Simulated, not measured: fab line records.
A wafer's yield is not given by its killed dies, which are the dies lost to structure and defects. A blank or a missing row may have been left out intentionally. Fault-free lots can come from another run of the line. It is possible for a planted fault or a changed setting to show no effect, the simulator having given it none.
fab line records / flow n5-finfet
record lots=6 wafers=18 last-day=17
route steps=1938 shown BEOL_M5@1113
lots untouched by any fault: they come from a run of this same line in which no faults occurred
start-h: hours from the record's first day to the start of the lot's first wafer shown / wait-h: how many hours have passed since the lot's step before this one / " same as the row above / L1.1+2: several wafers, shown together as one row / - value missing, or start not given / * or withheld: withheld / < > ~ a bound
route shown NAME@n: NAME is a module with steps in the file, n the number in the route of the first one / usual: mean and standard deviation over wafers with no fault / same: alike in all rows / chamber/n: place in a boat / sites: each site's reading / _std_site: the values' standard deviation / _edge_site: the outer-site mean with the inner-site mean subtracted / radius-mm: how far each site lies from the wafer's centre / mask NAME#n: copy n / behind: the most recent tool/chamber to have shaped the wafer / hold: reason for holding the lot/hours on hold/outcome of the hold / device: whichever transistor did not switch (one of n, p or np) / end of line: tests of these same wafers at the route's end / where a step has no rows: the recipe by itself / killed: the dies lost at the first sort to structure and to defects; this is not the yield of the wafer / map: the dies of a wafer, with x for killed, . for not killed, _ for no die there
set.NAME: the setting that was run; set.NAME@STEP: the one run at that earlier step / model.NAME: the simulator's own value behind a step, which no gauge read
certain route steps with their lots: each step a table, each wafer a row
services: from which hour (start-h, from the record's first day; less than 0 if before it) a tool's chamber was out of use, for how many hours, and why
## steps
# step N5_BEOL_M5_CURE_79
# recipe temp-c=385 time-s=240 ambient=He/Ar material=SiCOH_lowk
# usual lamp-power-pct=52.31/0.058 wafer_temp_C_max=386.9/0.64
lot.wafer=L200.2 tool=uv-cure-03 chamber=0 start-h=245.58 wait-h=0.1 lamp-power-pct=52.31 wafer_temp_C_max=386.6
lot.wafer=L200.4 tool=uv-cure-03 chamber=0 start-h=245.58 wait-h=0.1 lamp-power-pct=52.30 wafer_temp_C_max=386.9
lot.wafer=L200.6 tool=uv-cure-03 chamber=0 start-h=245.58 wait-h=0.1 lamp-power-pct=52.36 wafer_temp_C_max=387.0
lot.wafer=L203.3 tool=uv-cure-03 chamber=1 start-h=249.57 wait-h=0.4 lamp-power-pct=52.33 wafer_temp_C_max=386.1
lot.wafer=L203.4 tool=uv-cure-03 chamber=1 start-h=249.57 wait-h=0.4 lamp-power-pct=52.25 wafer_temp_C_max=386.2
lot.wafer=L203.6 tool=uv-cure-03 chamber=1 start-h=249.57 wait-h=0.4 lamp-power-pct=52.26 wafer_temp_C_max=386.4
lot.wafer=L204.1 tool=uv-cure-01 chamber=0 start-h=254.41 wait-h=0.0 lamp-power-pct=52.39 wafer_temp_C_max=387.1
lot.wafer=L204.3 tool=uv-cure-01 chamber=0 start-h=254.41 wait-h=0.0 lamp-power-pct=52.33 wafer_temp_C_max=386.9
lot.wafer=L204.5 tool=uv-cure-01 chamber=0 start-h=254.41 wait-h=0.0 lamp-power-pct=52.39 wafer_temp_C_max=386.6
lot.wafer=L207.4 tool=uv-cure-03 chamber=2 start-h=292.68 wait-h=0.3 lamp-power-pct=52.27 wafer_temp_C_max=387.0
lot.wafer=L207.5 tool=uv-cure-03 chamber=2 start-h=292.68 wait-h=0.3 lamp-power-pct=52.25 wafer_temp_C_max=387.0
lot.wafer=L207.6 tool=uv-cure-03 chamber=2 start-h=292.68 wait-h=0.3 lamp-power-pct=52.28 wafer_temp_C_max=387.3
lot.wafer=L209.2 tool=uv-cure-01 chamber=0 start-h=295.60 wait-h=0.1 lamp-power-pct=52.35 wafer_temp_C_max=386.6
lot.wafer=L209.4 tool=uv-cure-01 chamber=0 start-h=295.60 wait-h=0.1 lamp-power-pct=52.33 wafer_temp_C_max=385.9
lot.wafer=L209.5 tool=uv-cure-01 chamber=0 start-h=295.60 wait-h=0.1 lamp-power-pct=52.33 wafer_temp_C_max=385.6
lot.wafer=L211.2 tool=uv-cure-03 chamber=2 start-h=308.16 wait-h=0.1 lamp-power-pct=52.40 wafer_temp_C_max=387.3
lot.wafer=L211.4 tool=uv-cure-03 chamber=2 start-h=308.16 wait-h=0.1 lamp-power-pct=52.32 wafer_temp_C_max=386.7
lot.wafer=L211.5 tool=uv-cure-03 chamber=2 start-h=308.16 wait-h=0.1 lamp-power-pct=52.29 wafer_temp_C_max=386.6
# step N5_BEOL_M5_THK_MEAS_01
# recipe reads=SiCOH_lowk_of_BEOL_M5_ILD_DEP_00
# usual M5_ILD_THK=120.6/1.7
lot.wafer=L200.2 tool=film-metro-01 chamber=- start-h=246.01 wait-h=0.4 M5_ILD_THK[nm]=119.1
lot.wafer=L200.4 tool=film-metro-01 chamber=- start-h=246.01 wait-h=0.4 M5_ILD_THK[nm]=121.2
lot.wafer=L200.6 tool=film-metro-01 chamber=- start-h=246.01 wait-h=0.4 M5_ILD_THK[nm]=124.0
lot.wafer=L203.3 tool=film-metro-02 chamber=- start-h=250.25 wait-h=0.5 M5_ILD_THK[nm]=120.3
lot.wafer=L203.4 tool=film-metro-02 chamber=- start-h=250.25 wait-h=0.5 M5_ILD_THK[nm]=120.9
lot.wafer=L203.6 tool=film-metro-02 chamber=- start-h=250.25 wait-h=0.5 M5_ILD_THK[nm]=122.3
lot.wafer=L204.1 tool=film-metro-01 chamber=- start-h=254.92 wait-h=0.4 M5_ILD_THK[nm]=118.8
lot.wafer=L204.3 tool=film-metro-01 chamber=- start-h=254.92 wait-h=0.4 M5_ILD_THK[nm]=120.3
lot.wafer=L204.5 tool=film-metro-01 chamber=- start-h=254.92 wait-h=0.4 M5_ILD_THK[nm]=119.4
lot.wafer=L207.4 tool=film-metro-01 chamber=- start-h=292.95 wait-h=0.2 M5_ILD_THK[nm]=123.2
lot.wafer=L207.5 tool=film-metro-01 chamber=- start-h=292.95 wait-h=0.2 M5_ILD_THK[nm]=122.9
lot.wafer=L207.6 tool=film-metro-01 chamber=- start-h=292.95 wait-h=0.2 M5_ILD_THK[nm]=122.7
lot.wafer=L209.2 tool=film-metro-01 chamber=- start-h=296.03 wait-h=0.4 M5_ILD_THK[nm]=121.0
lot.wafer=L209.4 tool=film-metro-01 chamber=- start-h=296.03 wait-h=0.4 M5_ILD_THK[nm]=123.4
lot.wafer=L209.5 tool=film-metro-01 chamber=- start-h=296.03 wait-h=0.4 M5_ILD_THK[nm]=122.0
lot.wafer=L211.2 tool=film-metro-02 chamber=- start-h=308.59 wait-h=0.4 M5_ILD_THK[nm]=117.3
lot.wafer=L211.4 tool=film-metro-02 chamber=- start-h=308.59 wait-h=0.4 M5_ILD_THK[nm]=120.6
lot.wafer=L211.5 tool=film-metro-02 chamber=- start-h=308.59 wait-h=0.4 M5_ILD_THK[nm]=120.5
# step N5_BEOL_M5_PECVD_70
# recipe material=SiO2 target-thk-a=160 temp-c=400 precursor=TEOS/O2 pressure-torr=5.5 rf-w=450 teos-flow-sccm=53.8 gas=O2 flow-sccm=3000 time-s=18
# usual heater-power-w=701/63 showerhead-plenum-p-Torr=8.82/0.069 throttle-valve-pct=22.0/1.4
lot.wafer=L200.2 tool=pecvd-02 chamber=2 start-h=246.04 wait-h=0.0 heater-power-w=639 showerhead-plenum-p-Torr=8.82 throttle-valve-pct=21.6
lot.wafer=L200.4 tool=pecvd-02 chamber=1 start-h=246.04 wait-h=0.0 heater-power-w=732 showerhead-plenum-p-Torr=8.84 throttle-valve-pct=22.7
lot.wafer=L200.6 tool=pecvd-02 chamber=0 start-h=246.04 wait-h=0.0 heater-power-w=695 showerhead-plenum-p-Torr=8.80 throttle-valve-pct=24.5
lot.wafer=L203.3 tool=pecvd-04 chamber=1 start-h=250.29 wait-h=0.0 heater-power-w=744 showerhead-plenum-p-Torr=8.94 throttle-valve-pct=23.2
lot.wafer=L203.4 tool=pecvd-04 chamber=1 start-h=250.29 wait-h=0.0 heater-power-w=758 showerhead-plenum-p-Torr=8.91 throttle-valve-pct=23.5
lot.wafer=L203.6 tool=pecvd-04 chamber=2 start-h=250.29 wait-h=0.0 heater-power-w=739 showerhead-plenum-p-Torr=8.78 throttle-valve-pct=19.5
lot.wafer=L204.1 tool=pecvd-01 chamber=2 start-h=254.96 wait-h=0.0 heater-power-w=634 showerhead-plenum-p-Torr=8.81 throttle-valve-pct=20.6
lot.wafer=L204.3 tool=pecvd-01 chamber=1 start-h=254.96 wait-h=0.0 heater-power-w=721 showerhead-plenum-p-Torr=8.68 throttle-valve-pct=22.3
lot.wafer=L204.5 tool=pecvd-01 chamber=2 start-h=254.96 wait-h=0.0 heater-power-w=613 showerhead-plenum-p-Torr=8.79 throttle-valve-pct=20.3
lot.wafer=L207.4 tool=pecvd-02 chamber=0 start-h=293.01 wait-h=0.1 heater-power-w=576 showerhead-plenum-p-Torr=8.79 throttle-valve-pct=24.6
lot.wafer=L207.5 tool=pecvd-02 chamber=1 start-h=293.01 wait-h=0.1 heater-power-w=756 showerhead-plenum-p-Torr=8.85 throttle-valve-pct=22.4
lot.wafer=L207.6 tool=pecvd-02 chamber=2 start-h=293.01 wait-h=0.1 heater-power-w=603 showerhead-plenum-p-Torr=8.81 throttle-valve-pct=22.0
lot.wafer=L209.2 tool=pecvd-04 chamber=0 start-h=296.07 wait-h=0.0 heater-power-w=721 showerhead-plenum-p-Torr=8.87 throttle-valve-pct=21.3
lot.wafer=L209.4 tool=pecvd-04 chamber=1 start-h=296.07 wait-h=0.0 heater-power-w=682 showerhead-plenum-p-Torr=8.93 throttle-valve-pct=23.4
lot.wafer=L209.5 tool=pecvd-04 chamber=0 start-h=296.07 wait-h=0.0 heater-power-w=710 showerhead-plenum-p-Torr=8.87 throttle-valve-pct=21.0
lot.wafer=L211.2 tool=pecvd-04 chamber=0 start-h=308.63 wait-h=0.0 heater-power-w=722 showerhead-plenum-p-Torr=8.87 throttle-valve-pct=21.2
lot.wafer=L211.4 tool=pecvd-04 chamber=0 start-h=308.63 wait-h=0.0 heater-power-w=737 showerhead-plenum-p-Torr=8.87 throttle-valve-pct=21.2
lot.wafer=L211.5 tool=pecvd-04 chamber=1 start-h=308.63 wait-h=0.0 heater-power-w=680 showerhead-plenum-p-Torr=8.92 throttle-valve-pct=23.4
# step N5_BEOL_M5_HM_DEP_02
# recipe material=TiN target-thk-a=200 temp-c=25 chamber-pressure-pa=0.49996
# usual throttle-valve-pct=29.9/0.72
lot.wafer=L200.2 tool=pvd-sputter-03 chamber=- start-h=246.50 wait-h=0.4 throttle-valve-pct=28.9
lot.wafer=L200.4 tool=pvd-sputter-03 chamber=- start-h=246.50 wait-h=0.4 throttle-valve-pct=31.0
lot.wafer=L200.6 tool=pvd-sputter-03 chamber=- start-h=246.50 wait-h=0.4 throttle-valve-pct=30.0
lot.wafer=L203.3 tool=pvd-sputter-02 chamber=- start-h=250.35 wait-h=0.0 throttle-valve-pct=28.4
lot.wafer=L203.4 tool=pvd-sputter-02 chamber=- start-h=250.35 wait-h=0.0 throttle-valve-pct=29.8
lot.wafer=L203.6 tool=pvd-sputter-02 chamber=- start-h=250.35 wait-h=0.0 throttle-valve-pct=31.0
lot.wafer=L204.1 tool=pvd-sputter-03 chamber=- start-h=257.73 wait-h=2.8 throttle-valve-pct=29.8
lot.wafer=L204.3 tool=pvd-sputter-03 chamber=- start-h=257.73 wait-h=2.8 throttle-valve-pct=29.1
lot.wafer=L204.5 tool=pvd-sputter-03 chamber=- start-h=257.73 wait-h=2.8 throttle-valve-pct=30.9
lot.wafer=L207.4 tool=pvd-sputter-01 chamber=- start-h=294.47 wait-h=1.4 throttle-valve-pct=30.2
lot.wafer=L207.5 tool=pvd-sputter-01 chamber=- start-h=294.47 wait-h=1.4 throttle-valve-pct=30.6
lot.wafer=L207.6 tool=pvd-sputter-01 chamber=- start-h=294.47 wait-h=1.4 throttle-valve-pct=30.3
lot.wafer=L209.2 tool=pvd-sputter-01 chamber=- start-h=296.46 wait-h=0.4 throttle-valve-pct=29.7
lot.wafer=L209.4 tool=pvd-sputter-01 chamber=- start-h=296.46 wait-h=0.4 throttle-valve-pct=29.1
lot.wafer=L209.5 tool=pvd-sputter-01 chamber=- start-h=296.46 wait-h=0.4 throttle-valve-pct=30.2
lot.wafer=L211.2 tool=pvd-sputter-01 chamber=- start-h=310.39 wait-h=1.7 throttle-valve-pct=30.0
lot.wafer=L211.4 tool=pvd-sputter-01 chamber=- start-h=310.39 wait-h=1.7 throttle-valve-pct=29.7
lot.wafer=L211.5 tool=pvd-sputter-01 chamber=- start-h=310.39 wait-h=1.7 throttle-valve-pct=29.6
# step N5_BEOL_M5_COAT_59
# recipe resist=SOC temp-c=250 time-s=60 spin-rpm=1500 resist-thk-nm=60
# step N5_BEOL_M5_COAT_60
# recipe resist=SiARC temp-c=220 time-s=60 spin-rpm=1500 resist-thk-nm=12
# step N5_BEOL_M5_COAT_71
# recipe resist=underlayer temp-c=205 time-s=60 spin-rpm=1500 resist-thk-nm=5
# step N5_BEOL_M5_COAT_05
# recipe resist=CAR-EUV spin-rpm=1500 resist-thk-nm=30
# step N5_BEOL_M5_EBR_07
# recipe solvent=PGMEA ebr-width-mm=1.5
# step N5_BEOL_M5_SOFTBAKE_06
# recipe temp-c=110 time-s=60 resist=CAR-EUV
# step N5_BEOL_M5_EXPOSE_08
# recipe mask-id=M5 na=0.33 source-shape=annular sigma-inner=0.4 sigma-outer=0.8 polarization=unpolarized target-cd-nm=28 dose-mj=35.75
# step N5_BEOL_M5_PEB_09
# recipe peb-temp-c=100 peb-time-s=60 resist=CAR-EUV
# step N5_BEOL_M5_DEVELOP_10
# recipe develop-time-s=30 developer=TMAH resist=CAR-EUV rinse-liquid=surfactant-rinse dry=air-spin dev-temp-c=23
# usual chill-plate-temp-C=23.00/0.11 develop-time-s=30/0
lot.wafer=L200.2 tool=litho-track-03 chamber=0 start-h=249.22 wait-h=- chill-plate-temp-C=23.15 develop-time-s=30 model.CAR-EUV_of_BEOL_M5_COAT_05.thk-nm=29.4
lot.wafer=L200.4 tool=litho-track-03 chamber=0 start-h=249.22 wait-h=- chill-plate-temp-C=23.02 develop-time-s=30 model.CAR-EUV_of_BEOL_M5_COAT_05.thk-nm=29.4
lot.wafer=L200.6 tool=litho-track-03 chamber=0 start-h=249.22 wait-h=- chill-plate-temp-C=23.15 develop-time-s=30 model.CAR-EUV_of_BEOL_M5_COAT_05.thk-nm=29.2
lot.wafer=L203.3 tool=litho-track-01 chamber=- start-h=250.80 wait-h=- chill-plate-temp-C=- develop-time-s=- model.CAR-EUV_of_BEOL_M5_COAT_05.thk-nm=30.2
lot.wafer=L203.4 tool=litho-track-01 chamber=- start-h=250.80 wait-h=- chill-plate-temp-C=- develop-time-s=- model.CAR-EUV_of_BEOL_M5_COAT_05.thk-nm=30
lot.wafer=L203.6 tool=litho-track-01 chamber=- start-h=250.80 wait-h=- chill-plate-temp-C=- develop-time-s=- model.CAR-EUV_of_BEOL_M5_COAT_05.thk-nm=30.2
lot.wafer=L204.1 tool=litho-track-02 chamber=- start-h=258.19 wait-h=- chill-plate-temp-C=- develop-time-s=- model.CAR-EUV_of_BEOL_M5_COAT_05.thk-nm=30
lot.wafer=L204.3 tool=litho-track-02 chamber=- start-h=258.19 wait-h=- chill-plate-temp-C=- develop-time-s=- model.CAR-EUV_of_BEOL_M5_COAT_05.thk-nm=30.2
lot.wafer=L204.5 tool=litho-track-02 chamber=- start-h=258.19 wait-h=- chill-plate-temp-C=- develop-time-s=- model.CAR-EUV_of_BEOL_M5_COAT_05.thk-nm=30
lot.wafer=L207.4 tool=litho-track-01 chamber=0 start-h=294.81 wait-h=- chill-plate-temp-C=23.12 develop-time-s=30 model.CAR-EUV_of_BEOL_M5_COAT_05.thk-nm=29.4
lot.wafer=L207.5 tool=litho-track-01 chamber=0 start-h=294.81 wait-h=- chill-plate-temp-C=23.22 develop-time-s=30 model.CAR-EUV_of_BEOL_M5_COAT_05.thk-nm=29.6
lot.wafer=L207.6 tool=litho-track-01 chamber=0 start-h=294.81 wait-h=- chill-plate-temp-C=23.09 develop-time-s=30 model.CAR-EUV_of_BEOL_M5_COAT_05.thk-nm=29.4
lot.wafer=L209.2 tool=litho-track-01 chamber=0 start-h=296.91 wait-h=- chill-plate-temp-C=22.95 develop-time-s=30 model.CAR-EUV_of_BEOL_M5_COAT_05.thk-nm=29.6
lot.wafer=L209.4 tool=litho-track-01 chamber=0 start-h=296.91 wait-h=- chill-plate-temp-C=22.85 develop-time-s=30 model.CAR-EUV_of_BEOL_M5_COAT_05.thk-nm=29.6
lot.wafer=L209.5 tool=litho-track-01 chamber=0 start-h=296.91 wait-h=- chill-plate-temp-C=22.93 develop-time-s=30 model.CAR-EUV_of_BEOL_M5_COAT_05.thk-nm=29.6
lot.wafer=L211.2 tool=litho-track-03 chamber=0 start-h=310.84 wait-h=- chill-plate-temp-C=22.82 develop-time-s=30 model.CAR-EUV_of_BEOL_M5_COAT_05.thk-nm=29.6
lot.wafer=L211.4 tool=litho-track-03 chamber=0 start-h=310.84 wait-h=- chill-plate-temp-C=22.92 develop-time-s=30 model.CAR-EUV_of_BEOL_M5_COAT_05.thk-nm=29.6
lot.wafer=L211.5 tool=litho-track-03 chamber=0 start-h=310.84 wait-h=- chill-plate-temp-C=22.66 develop-time-s=30 model.CAR-EUV_of_BEOL_M5_COAT_05.thk-nm=29.6
# step N5_BEOL_M5_CD_MEAS_11
# recipe target-cd-nm=27.74 landing-energy-ev=500 detector=se-inlens
# usual cd-nm=28.08/0.26
lot.wafer=L200.2 tool=cd-sem-03 chamber=0 start-h=249.29 wait-h=- cd-nm=28.36
lot.wafer=L200.4 tool=cd-sem-03 chamber=0 start-h=249.29 wait-h=- cd-nm=28.11
lot.wafer=L200.6 tool=cd-sem-03 chamber=0 start-h=249.29 wait-h=- cd-nm=28.36
lot.wafer=L203.3 tool=cd-sem-03 chamber=0 start-h=250.86 wait-h=- cd-nm=-
lot.wafer=L203.4 tool=cd-sem-03 chamber=0 start-h=250.86 wait-h=- cd-nm=-
lot.wafer=L203.6 tool=cd-sem-03 chamber=0 start-h=250.86 wait-h=- cd-nm=-
lot.wafer=L204.1 tool=cd-sem-01 chamber=0 start-h=258.25 wait-h=- cd-nm=-
lot.wafer=L204.3 tool=cd-sem-01 chamber=0 start-h=258.25 wait-h=- cd-nm=-
lot.wafer=L204.5 tool=cd-sem-01 chamber=0 start-h=258.25 wait-h=- cd-nm=-
lot.wafer=L207.4 tool=cd-sem-03 chamber=0 start-h=294.87 wait-h=- cd-nm=28.48
lot.wafer=L207.5 tool=cd-sem-03 chamber=0 start-h=294.87 wait-h=- cd-nm=28.35
lot.wafer=L207.6 tool=cd-sem-03 chamber=0 start-h=294.87 wait-h=- cd-nm=28.09
lot.wafer=L209.2 tool=cd-sem-01 chamber=0 start-h=296.97 wait-h=- cd-nm=28.45
lot.wafer=L209.4 tool=cd-sem-01 chamber=0 start-h=296.97 wait-h=- cd-nm=27.79
lot.wafer=L209.5 tool=cd-sem-01 chamber=0 start-h=296.97 wait-h=- cd-nm=28.10
lot.wafer=L211.2 tool=cd-sem-01 chamber=0 start-h=310.90 wait-h=- cd-nm=28.02
lot.wafer=L211.4 tool=cd-sem-01 chamber=0 start-h=310.90 wait-h=- cd-nm=28.12
lot.wafer=L211.5 tool=cd-sem-01 chamber=0 start-h=310.90 wait-h=- cd-nm=28.19
## services
tool=pecvd-02 chamber=- start-h=225.45 hours=14.6 kind=pm
tool=pecvd-01 chamber=0 start-h=226.24 hours=23.5 kind=repair
tool=pecvd-01 chamber=2 start-h=233.26 hours=6.5 kind=repair
tool=pecvd-01 chamber=- start-h=237.10 hours=5.5 kind=pm
tool=uv-cure-03 chamber=- start-h=243.66 hours=1.0 kind=pm
tool=pecvd-01 chamber=- start-h=246.30 hours=0.3 kind=repair
tool=pvd-sputter-01 chamber=- start-h=252.79 hours=1.5 kind=repair
tool=pecvd-02 chamber=1 start-h=253.92 hours=5.5 kind=scheduled-down
tool=pecvd-04 chamber=1 start-h=256.77 hours=2.0 kind=repair
tool=pecvd-01 chamber=- start-h=265.34 hours=11.7 kind=repair
tool=pecvd-04 chamber=1 start-h=272.86 hours=2.1 kind=scheduled-down
tool=pecvd-02 chamber=0 start-h=277.57 hours=2.1 kind=scheduled-down
tool=pecvd-04 chamber=- start-h=288.42 hours=0.8 kind=repair
tool=pecvd-02 chamber=2 start-h=305.69 hours=20.6 kind=repair
tool=uv-cure-03 chamber=- start-h=309.70 hours=7.1 kind=pm
## key
first-sign step=N5_BEOL_M5_DEVELOP_10 reading=tool-record direction=missing
effect none on later readings
model-effect step=N5_BEOL_M5_DEVELOP_10 value=CAR-EUV_of_BEOL_M5_COAT_05.thk-nm without=29.7 struck=30.1
met-at N5_BEOL_M5_DEVELOP_10
struck-wafers L203.3,L203.4,L203.6,L204.1,L204.3,L204.5
later-rows-left-out L203.3,L203.4,L203.6,L204.1,L204.3,L204.5
sort-left-out L203.3,L203.4,L203.6,L204.1,L204.3,L204.5
fault kind=skipped-step-whole tool=litho-track-01,litho-track-02 chamber=- onset-h=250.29 steps=N5_BEOL_M5_DEVELOP_10 scope=struck-lots-only
# sort-left-out: the simulated sort isn't trusted on such a fault, so these wafers' sort isn't shown, and their yield isn't known
# later-rows-left-out: the simulator's readings of these wafers behind a module that went badly wrong aren't trusted and aren't shown, but for the sort
